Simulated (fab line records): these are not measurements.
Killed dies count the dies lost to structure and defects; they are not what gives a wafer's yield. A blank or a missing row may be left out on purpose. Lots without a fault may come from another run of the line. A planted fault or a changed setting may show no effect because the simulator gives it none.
Which tool was responsible? | flow nandHarc | 13 lots with 39 wafers sampled at 5 steps, on a route of 1302 steps

== WHAT EACH GAUGE READ, for each wafer ==
NHARC_END_SORT_01. Usual: killedAtArray 54, standard deviation 17; killedAtOther 0.7, standard deviation 1; killedAtPeriphery 3.7, standard deviation 2.9; killedDies 58, standard deviation 16; killedOpen 3.2, standard deviation 1.9; killedShort 2.2, standard deviation 1.5.
lot  | measured     | on        | killedAtArray | killedAtOther | killedAtPeriphery | killedDies  | killedOpen | killedShort | flag
L684 | day 30 12:35 | prober-01 | 364 378 358   | 0 0 0         | 7 6 5             | 371 384 363 | 5 4 8      | 3 6 2       | OFF

== TOOL THAT RAN EACH LOT (tool first, then ch and the chambers of the sampled wafers, then the start) ==
lot  | NHARC_A_STAIRCASE_CVD_552   | NHARC_A_BONDPAD_CMP_19        | NHARC_THIN_TSV_STRIP_45             | NHARC_THIN_TSV_DEGAS_53
L670 | lpcvd-01 ch 0, day 18 00:05 | cmp-03 ch 0,1,2, day 23 15:22 | plasmaAsher-02 ch 0,1, day 24 08:28 | pvdSputter-02, day 24 12:10
L672 | lpcvd-01 ch 1, day 18 13:47 | cmp-02 ch 0,3, day 24 09:20   | plasmaAsher-02 ch 0,1, day 24 22:40 | pvdSputter-03, day 25 02:34
L673 | lpcvd-01 ch 1, day 18 13:47 | cmp-02 ch 0,1,2, day 24 07:56 | plasmaAsher-02 ch 0,1, day 24 21:35 | pvdSputter-01, day 25 01:42
L674 | lpcvd-01 ch 1, day 19 11:41 | cmp-02 ch 1,2, day 24 17:38   | plasmaAsher-02 ch 0,1, day 25 07:28 | pvdSputter-03, day 25 11:13
L675 | lpcvd-01 ch 1, day 19 22:06 | cmp-01 ch 0,2,3, day 25 11:46 | plasmaAsher-01 ch 0,1, day 26 01:38 | pvdSputter-02, day 26 05:17
L676 | lpcvd-02 ch 1, day 20 11:24 | cmp-01 ch 0,1,2, day 26 03:19 | plasmaAsher-02 ch 0,1, day 26 17:11 | pvdSputter-01, day 26 20:52
L679 | lpcvd-02 ch 0, day 21 02:07 | cmp-01 ch 0,1,2, day 26 17:55 | plasmaAsher-02 ch 0,1, day 27 07:52 | pvdSputter-01, day 27 11:32
L678 | lpcvd-01 ch 1, day 21 05:22 | cmp-03 ch 1,2, day 26 18:40   | plasmaAsher-02 ch 0, day 27 09:02   | pvdSputter-03, day 27 12:46
L680 | lpcvd-01 ch 1, day 21 12:40 | cmp-02 ch 1,2, day 26 23:13   | plasmaAsher-01 ch 0,1, day 27 13:00 | pvdSputter-01, day 27 16:37
L681 | lpcvd-01 ch 1, day 22 03:34 | cmp-01 ch 1,2, day 27 21:40   | plasmaAsher-01 ch 0,1, day 28 10:59 | pvdSputter-01, day 28 14:40
L683 | lpcvd-01 ch 0, day 22 13:34 | cmp-03 ch 0,1,2, day 28 07:22 | plasmaAsher-01 ch 0,1, day 28 21:12 | pvdSputter-03, day 29 00:55
L684 | lpcvd-01 ch 0, day 23 15:04 | cmp-02 ch 1,2,3, day 29 06:48 | plasmaAsher-02 ch 0,1, day 29 20:31 | pvdSputter-01, day 30 00:10
L686 | lpcvd-02 ch 1, day 24 10:47 | cmp-02 ch 0,1,3, day 30 01:40 | plasmaAsher-01 ch 0,1, day 30 16:15 | pvdSputter-01, day 30 20:02
- NHARC_A_STAIRCASE_CVD_552: deposits SiNx, target thk 40 nm.
- NHARC_A_BONDPAD_CMP_19: polishes, t overpolish 30 s, cu recess touch 16 s, target thk 169.82 nm.
- NHARC_THIN_TSV_STRIP_45: strips in O2.
- NHARC_THIN_TSV_DEGAS_53: time 60 s.

== WHAT THE TOOLS THEMSELVES READ (means of the sampled wafers that have a number; where no wafer has one, the mark that the record gives instead) ==
NHARC_A_STAIRCASE_CVD_552. Usual: spikeTcLowerC 700.8 C, standard deviation 1.1; spikeTcUpperC 700.6 C, standard deviation 1.1; zonePowerLowerPct 11.0 %, standard deviation 0.99.
lot  | tool     | spikeTcLowerC (C) | spikeTcUpperC (C) | zonePowerLowerPct (%) | flag
L670 | lpcvd-01 | 700.1             | 700.2             | 11.2                  | 
L672 | lpcvd-01 | 699.0             | 698.6             | 11.7                  | 
L673 | lpcvd-01 | 701.1             | 699.6             | 11.8                  | 
L674 | lpcvd-01 | 700.5             | 699.6             | 11.9                  | 
L675 | lpcvd-01 | 699.8             | 700.6             | 11.8                  | 
L676 | lpcvd-02 | 701.8             | 700.1             | 9.5                   | 
L679 | lpcvd-02 | 700.9             | 701.1             | 9.5                   | 
L678 | lpcvd-01 | 700.3             | 700.6             | 11.8                  | 
L680 | lpcvd-01 | 700.7             | 699.1             | 11.9                  | 
L681 | lpcvd-01 | 699.5             | 700.4             | 11.8                  | 
L683 | lpcvd-01 | 700.5             | 701.7             | 11.1                  | 
L684 | lpcvd-01 | 701.1             | 700.8             | 11.1                  | 
L686 | lpcvd-02 | 701.4             | 700.0             | 9.4                   | 

NHARC_A_BONDPAD_CMP_19. Usual: motorCurrentA 12.0 A, standard deviation 1.1; overpolishRunS 30.000 s, standard deviation 0.0085; retainingRingPressureFrac 1.000, standard deviation 0.0046; slurryFilterDpKPa 13.47 kPa, standard deviation 0.15.
lot  | tool   | motorCurrentA (A) | overpolishRunS (s) | retainingRingPressureFrac | slurryFilterDpKPa (kPa) | flag
L670 | cmp-03 | 11.6              | 30.004             | 1.003                     | 13.49                   | 
L672 | cmp-02 | 11.5              | 29.998             | 0.997                     | 13.42                   | 
L673 | cmp-02 | 12.9              | 30.006             | 1.005                     | 13.59                   | 
L674 | cmp-02 | 12.3              | 29.999             | 1.001                     | 13.59                   | 
L675 | cmp-01 | 11.4              | 29.983             | 1.001                     | 13.58                   | 
L676 | cmp-01 | 11.4              | 30.001             | 1.000                     | 13.43                   | 
L679 | cmp-01 | 11.4              | 30.003             | 0.998                     | 13.62                   | 
L678 | cmp-03 | 12.3              | 30.002             | 1.004                     | 13.47                   | 
L680 | cmp-02 | 12.0              | 30.000             | 0.993                     | 13.51                   | 
L681 | cmp-01 | 11.8              | 30.001             | 1.000                     | 13.55                   | 
L683 | cmp-03 | 11.8              | 30.004             | 0.997                     | 13.27                   | 
L684 | cmp-02 | 12.0              | 30.001             | 1.001                     | 13.37                   | 
L686 | cmp-02 | 12.7              | 30.002             | 1.003                     | 13.38                   | 

NHARC_THIN_TSV_STRIP_45. Usual: drypumpMotorCurrentA 5.89 A, standard deviation 0.25; heaterPowerW 331 W, standard deviation 60.
lot  | tool           | drypumpMotorCurrentA (A) | heaterPowerW (W) | flag
L670 | plasmaAsher-02 | 6.02                     | 283              | 
L672 | plasmaAsher-02 | 6.03                     | 322              | 
L673 | plasmaAsher-02 | 6.01                     | 284              | 
L674 | plasmaAsher-02 | 6.03                     | 286              | 
L675 | plasmaAsher-01 | 5.56                     | 348              | 
L676 | plasmaAsher-02 | 6.04                     | 337              | 
L679 | plasmaAsher-02 | 6.02                     | 292              | 
L678 | plasmaAsher-02 | 6.00                     | 248              | 
L680 | plasmaAsher-01 | 5.79                     | 371              | 
L681 | plasmaAsher-01 | 5.55                     | 349              | 
L683 | plasmaAsher-01 | 5.77                     | 366              | 
L684 | plasmaAsher-02 | 6.05                     | 337              | 
L686 | plasmaAsher-01 | 5.57                     | 355              | 

NHARC_THIN_TSV_DEGAS_53. Usual: 481 W for heaterPowerW, sd 47.
lot  | tool          | heaterPowerW (W) | flag
L670 | pvdSputter-02 | 496              | 
L672 | pvdSputter-03 | 469              | 
L673 | pvdSputter-01 | 484              | 
L674 | pvdSputter-03 | 467              | 
L675 | pvdSputter-02 | 526              | 
L676 | pvdSputter-01 | 500              | 
L679 | pvdSputter-01 | 486              | 
L678 | pvdSputter-03 | 462              | 
L680 | pvdSputter-01 | 474              | 
L681 | pvdSputter-01 | 451              | 
L683 | pvdSputter-03 | 442              | 
L684 | pvdSputter-01 | 462              | 
L686 | pvdSputter-01 | 499              | 

== THE ANSWER, worked out from the rows above alone ==
Rule: take the mean of a lot's wafers that have a number; if it is more than 3 standard deviations from the usual mean, the lot is off. A lot without any number at a reading at which 4 lots or more have one is off too. The other lots that the step has rows for count as sound. Order of review: gauges by route order, followed by the tools' own readings, for which a lot's mean as printed above is used. At the first step where some lot is off, the reading lying furthest off is the one used; lots without a number count as furthest.
Off, at NHARC_END_SORT_01 on killedDies: L684. Neither off nor sound, because the step has no rows for them: L670, L672, L673, L674, L675, L676, L679, L678, L680, L681, L683, L686.
A tool fits if, at a process step before that reading, it ran every lot that is off, and no sound lot after the first of them. Those tools and the gauges at NHARC_END_SORT_01 are tried in the same way. Can't be told from this: 5 tools fit, lpcvd-01 at NHARC_A_STAIRCASE_CVD_552, cmp-02 at NHARC_A_BONDPAD_CMP_19, plasmaAsher-02 at NHARC_THIN_TSV_STRIP_45, pvdSputter-01 at NHARC_THIN_TSV_DEGAS_53, prober-01 at NHARC_END_SORT_01.

== WHAT THE SIMULATOR PUT IN ==
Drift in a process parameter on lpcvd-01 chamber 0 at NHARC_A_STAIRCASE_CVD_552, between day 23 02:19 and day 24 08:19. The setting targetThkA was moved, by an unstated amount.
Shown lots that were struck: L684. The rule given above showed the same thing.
